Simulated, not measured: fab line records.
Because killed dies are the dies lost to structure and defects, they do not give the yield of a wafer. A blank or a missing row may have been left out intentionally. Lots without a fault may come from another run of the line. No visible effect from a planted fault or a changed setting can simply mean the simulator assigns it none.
Chamber matching ; flow nandHarc ; NHARC_A_CHANNEL_FILL_D2_STRIP_28 on rieDiel-06 has 4 sister chambers
The step strips in O2, time 20 s. 8 wafers are shown with their chamber, then 12 later ones without.

## WAFERS PAIRED WITH THEIR CHAMBERS
wafer;chamber;showerheadPlenumPTorr (Torr);drypumpMotorCurrentA (A)
L087.6;2;3.32;5.5
L089.6;2;3.31;5.5
L092.2;0;3.72;6.1
L092.4;1;3.57;6.0
L092.6;1;3.57;6.0
L094.1;0;3.72;6.2
L094.4;3;3.54;4.6
L094.5;3;3.54;4.7

## WAFERS WITHOUT THEIR CHAMBER
wafer;showerheadPlenumPTorr (Torr);drypumpMotorCurrentA (A)
L093.1;3.57;5.9
L093.2;3.54;4.6
L093.5;3.31;5.5
L095.2;3.31;5.5
L095.4;3.54;4.7
L095.5;3.31;5.5
L097.1;3.31;5.5
L097.2;3.54;4.6
L097.3;3.72;6.2
L097.4;3.57;6.0
L097.5;3.54;4.6
L097.6;3.72;6.2

## WHICH CHAMBER EACH ONE RAN IN
wafer;from the rows above;in truth
L093.1;1;1
L093.2;3;3
L093.5;2;2
L095.2;2;2
L095.4;3;3
L095.5;2;2
L097.1;2;2
L097.2;3;3
L097.3;0;0
L097.4;1;1
L097.5;3;3
L097.6;0;0
12 of 12 placed correctly. From these rows, 0 cannot be placed. Placed wrongly: 0.
How it was worked out, from the rows above alone: a wafer's distance from a chamber is the root of the sum, over the readings, of the square of ((its reading less the chamber's mean) divided by the reading's scatter). If the next closest chamber is less than 2 further off than the closest, the wafer can't be placed; otherwise it belongs to the closest. The mean given for a chamber averages the wafers shown for that chamber. The scatter: take each reading less its chamber's mean, square it, sum over the shown wafers, divide by the number of wafers less the number of chambers, and take the root.
